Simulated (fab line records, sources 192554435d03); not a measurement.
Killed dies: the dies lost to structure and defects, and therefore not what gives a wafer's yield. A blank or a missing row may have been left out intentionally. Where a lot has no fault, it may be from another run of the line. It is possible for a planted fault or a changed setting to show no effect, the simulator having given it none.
Chamber matching :: flow n5_finfet :: 4 sister chambers for N5_BEOL_M13_TRENCH_ETCH_34 on rie_diel-03
The step etches SiOC in C4F8/O2/Ar, target depth 413.47 nm, time 162.6 s. 8 wafers are shown with their chamber, then 10 later ones without.

WAFERS, EACH WITH ITS CHAMBER
wafer: L077.6
chamber: 3
showerhead_plenum_p_Torr (Torr): 3.39
oes_product_au (a.u.): 0.68

wafer: L075.1
chamber: 1
showerhead_plenum_p_Torr (Torr): 3.44
oes_product_au (a.u.): 0.78

wafer: L078.1
chamber: 1
showerhead_plenum_p_Torr (Torr): 3.44
oes_product_au (a.u.): 0.79

wafer: L078.2
chamber: 3
showerhead_plenum_p_Torr (Torr): 3.39
oes_product_au (a.u.): 0.68

wafer: L081.1
chamber: 0
showerhead_plenum_p_Torr (Torr): 3.41
oes_product_au (a.u.): 0.77

wafer: L081.6
chamber: 2
showerhead_plenum_p_Torr (Torr): 3.49
oes_product_au (a.u.): 0.88

wafer: L084.1
chamber: 0
showerhead_plenum_p_Torr (Torr): 3.40
oes_product_au (a.u.): 0.77

wafer: L084.3
chamber: 2
showerhead_plenum_p_Torr (Torr): 3.48
oes_product_au (a.u.): 0.88

WAFERS WHOSE CHAMBER IS MISSING
wafer: L084.6
showerhead_plenum_p_Torr (Torr): 3.48
oes_product_au (a.u.): 0.88

wafer: L089.1
showerhead_plenum_p_Torr (Torr): 3.38
oes_product_au (a.u.): 0.67

wafer: L089.3
showerhead_plenum_p_Torr (Torr): 3.48
oes_product_au (a.u.): 0.86

wafer: L089.6
showerhead_plenum_p_Torr (Torr): 3.38
oes_product_au (a.u.): 0.66

wafer: L091.1
showerhead_plenum_p_Torr (Torr): 3.42
oes_product_au (a.u.): 0.75

wafer: L091.5
showerhead_plenum_p_Torr (Torr): 3.40
oes_product_au (a.u.): 0.76

wafer: L091.6
showerhead_plenum_p_Torr (Torr): 3.38
oes_product_au (a.u.): 0.66

wafer: L092.1
showerhead_plenum_p_Torr (Torr): 3.47
oes_product_au (a.u.): 0.85

wafer: L092.2
showerhead_plenum_p_Torr (Torr): 3.42
oes_product_au (a.u.): 0.74

wafer: L092.3
showerhead_plenum_p_Torr (Torr): 3.40
oes_product_au (a.u.): 0.75

CHAMBER TAKEN BY EACH
wafer: L084.6
from the rows above: 2
in truth: 2

wafer: L089.1
from the rows above: 3
in truth: 3

wafer: L089.3
from the rows above: 2
in truth: 2

wafer: L089.6
from the rows above: 3
in truth: 3

wafer: L091.1
from the rows above: 0
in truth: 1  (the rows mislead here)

wafer: L091.5
from the rows above: 0
in truth: 0

wafer: L091.6
from the rows above: 3
in truth: 3

wafer: L092.1
from the rows above: 2
in truth: 2

wafer: L092.2
from the rows above: 0
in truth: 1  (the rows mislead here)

wafer: L092.3
from the rows above: 0
in truth: 0
Correct placement for 8 of the 10. From these rows, 0 cannot be placed. 2 placed wrongly.
How it was worked out, from the rows above alone: a wafer's distance from a chamber is the root of the sum, over the readings, of the square of ((its reading less the chamber's mean) divided by the reading's scatter). The wafer belongs to the nearest chamber; if the next one is less than 2 further off, it can't be placed. A chamber's mean is the mean of its shown wafers. The scatter is the square root of a quotient: the sum, over the shown wafers, of each reading's squared deviation from its chamber's mean, divided by wafers minus chambers.
